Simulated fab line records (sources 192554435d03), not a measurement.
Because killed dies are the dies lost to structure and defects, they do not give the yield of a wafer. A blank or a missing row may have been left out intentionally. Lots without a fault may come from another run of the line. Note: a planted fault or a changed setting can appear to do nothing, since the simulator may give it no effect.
Matching of chambers :: flow n5 finfet :: rie diel-04 running N5_BEOL_M2_ETCH_69: 4 sister chambers
The step etches SiARC in CF4, target depth 15.6 nm, time 26 s. 16 wafers are shown with their chamber, then 8 later ones without.

WAFERS WITH THEIR CHAMBER
wafer: L076.4
chamber: 0
showerhead plenum p Torr (Torr): 2.08
throttle valve pct (%): 15.39
drypump motor current A (A): 6.0

wafer: L076.5
chamber: 3
showerhead plenum p Torr (Torr): 2.07
throttle valve pct (%): 15.58
drypump motor current A (A): 5.2

wafer: L076.6
chamber: 2
showerhead plenum p Torr (Torr): 2.14
throttle valve pct (%): 15.43
drypump motor current A (A): 6.0

wafer: L080.1
chamber: 0
showerhead plenum p Torr (Torr): 2.08
throttle valve pct (%): 15.42
drypump motor current A (A): 5.9

wafer: L080.4
chamber: 3
showerhead plenum p Torr (Torr): 2.07
throttle valve pct (%): 15.60
drypump motor current A (A): 5.1

wafer: L080.5
chamber: 1
showerhead plenum p Torr (Torr): 2.19
throttle valve pct (%): 15.89
drypump motor current A (A): 5.9

wafer: L082.1
chamber: 2
showerhead plenum p Torr (Torr): 2.13
throttle valve pct (%): 15.48
drypump motor current A (A): 6.0

wafer: L082.3
chamber: 0
showerhead plenum p Torr (Torr): 2.08
throttle valve pct (%): 15.43
drypump motor current A (A): 5.9

wafer: L082.4
chamber: 2
showerhead plenum p Torr (Torr): 2.13
throttle valve pct (%): 15.46
drypump motor current A (A): 6.0

wafer: L081.1
chamber: 2
showerhead plenum p Torr (Torr): 2.13
throttle valve pct (%): 15.46
drypump motor current A (A): 6.0

wafer: L081.2
chamber: 0
showerhead plenum p Torr (Torr): 2.08
throttle valve pct (%): 15.44
drypump motor current A (A): 6.0

wafer: L081.6
chamber: 0
showerhead plenum p Torr (Torr): 2.08
throttle valve pct (%): 15.43
drypump motor current A (A): 5.9

wafer: L083.3
chamber: 0
showerhead plenum p Torr (Torr): 2.08
throttle valve pct (%): 15.44
drypump motor current A (A): 6.0

wafer: L083.5
chamber: 3
showerhead plenum p Torr (Torr): 2.07
throttle valve pct (%): 15.60
drypump motor current A (A): 5.2

wafer: L083.6
chamber: 2
showerhead plenum p Torr (Torr): 2.13
throttle valve pct (%): 15.48
drypump motor current A (A): 6.0

wafer: L084.1
chamber: 3
showerhead plenum p Torr (Torr): 2.07
throttle valve pct (%): 15.60
drypump motor current A (A): 5.1

SIGNATURES (averages over the wafers above)
reading: showerhead plenum p Torr
chamber 0: 2.0800
chamber 1: 2.1900
chamber 2: 2.1320
chamber 3: 2.0700
scatter within a chamber: 0.00258

reading: throttle valve pct
chamber 0: 15.4250
chamber 1: 15.8900
chamber 2: 15.4620
chamber 3: 15.5950
scatter within a chamber: 0.0176

reading: drypump motor current A
chamber 0: 5.950
chamber 1: 5.900
chamber 2: 6.000
chamber 3: 5.150
scatter within a chamber: 0.0456
Rule: for each reading, subtract the chamber's mean from the wafer's reading, divide by that reading's scatter and square the result; add these up over the readings and take the root, which gives the wafer's distance from the chamber. The wafer belongs to the nearest chamber; if the next one is less than 2 further off, it can't be placed. The scatter: the root of (the sum of the squares of (reading less its chamber's mean) over the shown wafers, divided by (wafers less chambers)).

WAFERS WITHOUT THEIR CHAMBER
wafer: L084.2
showerhead plenum p Torr (Torr): 2.08
throttle valve pct (%): 15.46
drypump motor current A (A): 5.9

wafer: L084.5
showerhead plenum p Torr (Torr): 2.13
throttle valve pct (%): 15.48
drypump motor current A (A): 6.0

wafer: L092.2
showerhead plenum p Torr (Torr): 2.06
throttle valve pct (%): 15.63
drypump motor current A (A): 5.2

wafer: L092.3
showerhead plenum p Torr (Torr): 2.07
throttle valve pct (%): 15.47
drypump motor current A (A): 5.9

wafer: L092.5
showerhead plenum p Torr (Torr): 2.06
throttle valve pct (%): 15.61
drypump motor current A (A): 5.2

wafer: L096.3
showerhead plenum p Torr (Torr): 2.06
throttle valve pct (%): 15.66
drypump motor current A (A): 5.1

wafer: L096.5
showerhead plenum p Torr (Torr): 2.07
throttle valve pct (%): 15.50
drypump motor current A (A): 5.9

wafer: L096.6
showerhead plenum p Torr (Torr): 2.06
throttle valve pct (%): 15.65
drypump motor current A (A): 5.1

EACH ONE'S CHAMBER
wafer: L084.2
from the rows above: 0
in truth: 0

wafer: L084.5
from the rows above: 2
in truth: 2

wafer: L092.2
from the rows above: 3
in truth: 3

wafer: L092.3
from the rows above: 0
in truth: 0

wafer: L092.5
from the rows above: 3
in truth: 3

wafer: L096.3
from the rows above: 3
in truth: 3

wafer: L096.5
from the rows above: 0
in truth: 0

wafer: L096.6
from the rows above: 3
in truth: 3
8 of 8 placed correctly. Not placeable from these rows: 0. Placed wrongly: 0.
